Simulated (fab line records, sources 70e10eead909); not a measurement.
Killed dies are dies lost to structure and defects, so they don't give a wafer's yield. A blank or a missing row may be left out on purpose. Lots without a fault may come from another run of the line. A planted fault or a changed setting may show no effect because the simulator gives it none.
Which tool did it? | flow nand_harc | 12 lots, 36 wafers sampled, at 6 steps of a route of 1302

WHAT THE GAUGES READ, wafer by wafer
NHARC_A_BLC_INSPECT_28.
lot  | measured     | on                | raw_defect_count
L893 | day 22 11:02 | defect_inspect-02 | 546 466 538
L894 | day 23 14:57 | defect_inspect-02 | 524 525 376
L895 | day 24 07:04 | defect_inspect-01 | 800 683 660
L905 | day 27 12:38 | defect_inspect-02 | 471 575 499
L906 | day 27 19:45 | defect_inspect-02 | 466 614 479
L904 | day 27 21:29 | defect_inspect-02 | 473 341 471
L911 | day 30 06:05 | defect_inspect-02 | 645 526 471
L912 | day 31 01:44 | defect_inspect-01 | 886 505 481
L913 | day 31 06:48 | defect_inspect-02 | 760 939 504
L914 | day 31 08:04 | defect_inspect-01 | 674 480 531
L915 | day 31 13:23 | defect_inspect-02 | 669 484 643
L916 | day 31 19:18 | defect_inspect-02 | 687 419 458

NHARC_A_M0_INSPECT_27.
lot  | measured     | on                | raw_defect_count
L893 | day 22 14:29 | defect_inspect-02 | 604 569 569
L894 | day 23 18:31 | defect_inspect-02 | 453 583 492
L895 | day 24 10:33 | defect_inspect-01 | 851 563 532
L905 | day 27 16:04 | defect_inspect-01 | 3415 882 968
L906 | day 27 23:17 | defect_inspect-01 | 453 475 549
L904 | day 28 01:20 | defect_inspect-02 | 3112 458 3190
L911 | day 30 09:40 | defect_inspect-01 | 610 568 560
L912 | day 31 05:19 | defect_inspect-02 | 610 667 682
L913 | day 31 10:24 | defect_inspect-02 | 569 543 470
L914 | day 31 11:40 | defect_inspect-01 | 706 554 632
L915 | day 31 17:11 | defect_inspect-02 | 554 689 469
L916 | day 31 22:48 | defect_inspect-01 | 411 392 316

NHARC_END_SORT_01.
lot  | measured     | on        | defect_limited_yield (%) | killed_at_array | killed_at_other | killed_at_periphery | killed_dies | killed_open | killed_short
L906 | day 29 22:28 | prober-01 | 91 90 90                 | 59 65 70        | 0 0 0           | 3 3 0               | 62 68 70    | 2 5 0       | 0 1 2
L904 | day 29 14:40 | prober-01 | 0 92 0                   | 673 52 668      | 0 0 2           | 4 3 7               | 677 55 677  | 5 2 2       | 2 1 1
L913 | day 33 04:44 | prober-01 | 92 90 91                 | 53 62 57        | 2 1 0           | 2 2 2               | 57 65 59    | 3 7 3       | 2 1 0
L916 | day 34 04:07 | prober-01 | 91 92 92                 | 55 50 50        | 0 0 2           | 5 4 4               | 60 54 56    | 3 0 0       | 0 1 4

WHICH TOOL RAN EACH LOT (tool, then ch and the chambers of the sampled wafers, then the start)
lot  | NHARC_A_M0_DEGAS_28          | NHARC_A_M0_PVD_21                       | NHARC_A_M0_CMP_23
L893 | pvd_sputter-01, day 22 12:56 | pvd_sputter-01, day 22 14:02 or earlier | cmp-03 ch 0,3, day 22 14:02
L894 | pvd_sputter-03, day 23 16:58 | pvd_sputter-03, day 23 18:03 or earlier | cmp-04 ch 0,1, day 23 18:03
L895 | pvd_sputter-02, day 24 08:59 | pvd_sputter-02, day 24 10:04 or earlier | cmp-04 ch 1,2, day 24 10:04
L905 | pvd_sputter-03, day 27 14:31 | pvd_sputter-03, day 27 15:35 or earlier | cmp-04 ch 0,1, day 27 15:35
L906 | pvd_sputter-03, day 27 21:43 | pvd_sputter-03, day 27 22:49 or earlier | cmp-03 ch 0,1,2, day 27 22:49
L904 | pvd_sputter-03, day 27 23:34 | pvd_sputter-03, day 28 00:51 or earlier | cmp-04 ch 0,2, day 28 00:51
L911 | pvd_sputter-01, day 30 08:06 | pvd_sputter-01, day 30 09:11 or earlier | cmp-01 ch 0,1,3, day 30 09:11
L912 | pvd_sputter-03, day 31 03:46 | pvd_sputter-03, day 31 04:53 or earlier | cmp-03 ch 2,3, day 31 04:53
L913 | pvd_sputter-02, day 31 08:51 | pvd_sputter-02, day 31 09:56 or earlier | cmp-04 ch 1,3, day 31 09:56
L914 | pvd_sputter-01, day 31 10:04 | pvd_sputter-01, day 31 11:14 or earlier | cmp-03 ch 1,2,3, day 31 11:14
L915 | pvd_sputter-01, day 31 15:38 | pvd_sputter-01, day 31 16:42 or earlier | cmp-03 ch 2,3, day 31 16:42
L916 | pvd_sputter-02, day 31 21:14 | pvd_sputter-02, day 31 22:20 or earlier | cmp-04 ch 1,3, day 31 22:20
- NHARC_A_M0_DEGAS_28: time 60 s.
- NHARC_A_M0_PVD_21: deposits Cu, target thk 30 nm, time 20.49 s.
- NHARC_A_M0_CMP_23: polishes, t overpolish 20 s, target thk 113.75 nm.

WHAT THE TOOLS THEMSELVES READ (means of the sampled wafers that have a number; where no wafer has one, the mark that the record gives instead)
NHARC_A_M0_DEGAS_28.
lot  | tool           | heater_power_w (W)
L893 | pvd_sputter-01 | 367
L894 | pvd_sputter-03 | 318
L895 | pvd_sputter-02 | 388
L905 | pvd_sputter-03 | 306
L906 | pvd_sputter-03 | 288
L904 | pvd_sputter-03 | 342
L911 | pvd_sputter-01 | 376
L912 | pvd_sputter-03 | 325
L913 | pvd_sputter-02 | 375
L914 | pvd_sputter-01 | 380
L915 | pvd_sputter-01 | 388
L916 | pvd_sputter-02 | 374

NHARC_A_M0_PVD_21.
lot  | tool           | throttle_valve_pct (%)
L893 | pvd_sputter-01 | 29.2
L894 | pvd_sputter-03 | 29.0
L895 | pvd_sputter-02 | 29.8
L905 | pvd_sputter-03 | 29.1
L906 | pvd_sputter-03 | 29.7
L904 | pvd_sputter-03 | 30.4
L911 | pvd_sputter-01 | 29.8
L912 | pvd_sputter-03 | 29.7
L913 | pvd_sputter-02 | 30.2
L914 | pvd_sputter-01 | 29.2
L915 | pvd_sputter-01 | 29.3
L916 | pvd_sputter-02 | 29.9

NHARC_A_M0_CMP_23.
lot  | tool   | edge_zone_pressure_frac | motor_current_A (A) | time_to_endpoint_s (s)
L893 | cmp-03 | 1.000                   | 12.7                | 33.1
L894 | cmp-04 | 1.006                   | 10.8                | 29.1
L895 | cmp-04 | 0.995                   | 12.5                | 29.3
L905 | cmp-04 | 1.000                   | 10.3                | 31.7
L906 | cmp-03 | 0.999                   | 11.9                | 27.8
L904 | cmp-04 | 1.001                   | 12.8                | 32.2
L911 | cmp-01 | 1.000                   | 11.6                | 27.1
L912 | cmp-03 | 1.004                   | 13.0                | 28.9
L913 | cmp-04 | 0.999                   | 11.4                | 30.4
L914 | cmp-03 | 0.999                   | 12.3                | 26.3
L915 | cmp-03 | 1.001                   | 12.4                | 26.9
L916 | cmp-04 | 0.997                   | 10.9                | 29.7

THE ANSWER, worked out from the rows above alone
Rule: what is usual is taken from the lots themselves. Put in order of their means at a reading, lots are off if they are a third of the lots or fewer, leave a main group of 4 or more, and stand apart from it by a gap of 3 or more times the standard deviation of the main group's means; of several such gaps the widest counts. A main group whose means are all the same, to the digits that the tables above print for the reading, isn't used. A lot without any number at a reading at which 4 lots or more have one is off too. The other lots that the step has rows for count as sound. The gauges are gone through in route order, then the tools' own readings, and for those a lot's mean is taken as printed above. The first step at which some lot is off is used, and at that step the reading that is off furthest; a lot without a number counts as furthest.
Off: L905, L904, at NHARC_A_M0_INSPECT_27 (raw_defect_count). The main group: mean 556, standard deviation 81.
A tool fits if, at a process step before that reading, it ran every lot that is off, and no sound lot after the first of them. The gauges at NHARC_A_M0_INSPECT_27 are tried like those tools. NHARC_A_M0_PVD_21 gives no start for some lots, so the hours and the order of its lots are those of NHARC_A_M0_CMP_23. None of those tried fits.

WHAT THE SIMULATOR HAD PUT IN
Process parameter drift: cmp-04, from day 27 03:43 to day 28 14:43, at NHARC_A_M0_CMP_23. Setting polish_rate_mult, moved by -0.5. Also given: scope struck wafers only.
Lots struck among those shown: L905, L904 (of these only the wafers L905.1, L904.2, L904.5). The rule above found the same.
